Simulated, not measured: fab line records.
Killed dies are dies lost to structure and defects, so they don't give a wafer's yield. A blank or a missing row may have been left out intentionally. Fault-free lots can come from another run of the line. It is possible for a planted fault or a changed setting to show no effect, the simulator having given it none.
Code-filled problem report in 8D (eight disciplines) form | flow n5_finfet | the parts of the form that need people (team, actions taken, sign-off) are left out

== 1. WHAT IS WRONG ==
Wafers without a fault read 1500.1 rpm, standard deviation 1; spin_speed_rpm at N5_BEOL_M11_COAT_63 reads a mean of 1550.6 rpm on 6 wafers belonging to 2 lots. Measured from the usual mean, that is +50 standard deviations.
The step: time 60 s, resist thk 100 nm.
First seen on wafer L511.2, day 12 16:57, on litho_track-01. Wafers with a number at this step in the record: 27, from 9 lots. The rule behind "out" and "out of limits": a value lying over 4 standard deviations away from the usual mean. The rest of the wafers with a number are treated as sound.

== 2. WHAT IT IS AND WHAT IT IS NOT ==
question                    | is                     | is not
which readings at this step | spin_speed_rpm         | -
which lots                  | L511, L512             | L504, L506, L513, L516, L519, L522, L526
which wafers of those lots  | all that have a number | -
read on which tools         | litho_track-01         | litho_track-02
when                        | from day 12 16:57      | up to then (6 sound wafers); but 15 sound wafers of L513, L516, L519, L522, L526 came after

== 3. WHAT RULES OUT EACH SUSPECT ==
Counting: a tool at any process step up to the reading remains a suspect when it ran all the lots that are out and ran no sound lot after the first of those.
- rie_diel-04 at N5_BEOL_M11_STRIP_19 (strips in O2): ruled out as a lasting fault. The sound lots L513 went through it after L511, its earliest lot that is out (day 12 15:47).
- litho_track-01 at N5_BEOL_M11_COAT_63 (time 60 s, resist thk 100 nm): kept. It processed each lot that is out, first L511 at day 12 16:57, and no sound lot thereafter; up to then, the last sound lot it processed was L506 at day 11 00:50. Out on those wafers are its own readings of spin_speed_rpm.
After counting, what remains is litho_track-01 at N5_BEOL_M11_COAT_63.

== 4. THE CAUSE (what the simulator had put in) ==
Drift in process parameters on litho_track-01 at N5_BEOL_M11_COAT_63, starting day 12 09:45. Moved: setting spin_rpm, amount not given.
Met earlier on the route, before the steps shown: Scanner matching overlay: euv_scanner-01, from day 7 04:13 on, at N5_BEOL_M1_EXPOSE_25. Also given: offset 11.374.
The count eliminated every tool but this one.

== 5. SEQUENCE OF EFFECTS, ordered by route ==
Each row: a reading whose mean over the struck wafers that have a number lies more than 3 standard deviations from the usual. Only readings for which the record gives a usual standard deviation are gone through. hours: the time from each lot's start at the first step in this table that gives one to its start at this step, as a median over the lots. sigmas: the change in usual standard deviations.
hours | step                    | reading              | usual      | on struck wafers | change | sigmas
0     | N5_BEOL_M11_COAT_63     | spin_speed_rpm       | 1500.1 rpm | 1550.6           | +50.5  | +50
42    | N5_PASSIVATION_PROBE_49 | defect_limited_yield | 91.4 %     | 0.3              | -91.1  | -61
42    | N5_PASSIVATION_PROBE_49 | killed_at_M0_to_M3   | 33         | 1106             | +1073  | +98
42    | N5_PASSIVATION_PROBE_49 | killed_dies          | 102        | 1176             | +1074  | +63
42    | N5_PASSIVATION_PROBE_49 | killed_on_rim        | 13         | 152              | +138   | +36
42    | N5_PASSIVATION_PROBE_49 | sort_bin_5_function  | 5.1 %      | 50.2             | +45.1  | +47
42    | N5_PASSIVATION_PROBE_49 | sort_n_pass          | 1078       | 4                | -1074  | -60
42    | N5_PASSIVATION_PROBE_49 | sort_yield_pct       | 91.3 %     | 0.3              | -91.0  | -61
It contains these process steps:
- N5_BEOL_M11_COAT_63: time 60 s, resist thk 100 nm.
- N5_PASSIVATION_PROBE_49

== 6. HOW IT WOULD HAVE BEEN CAUGHT EARLIER ==
First out-of-limits reading in this record: day 12 16:57, which is 7 hours after fault onset at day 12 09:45.
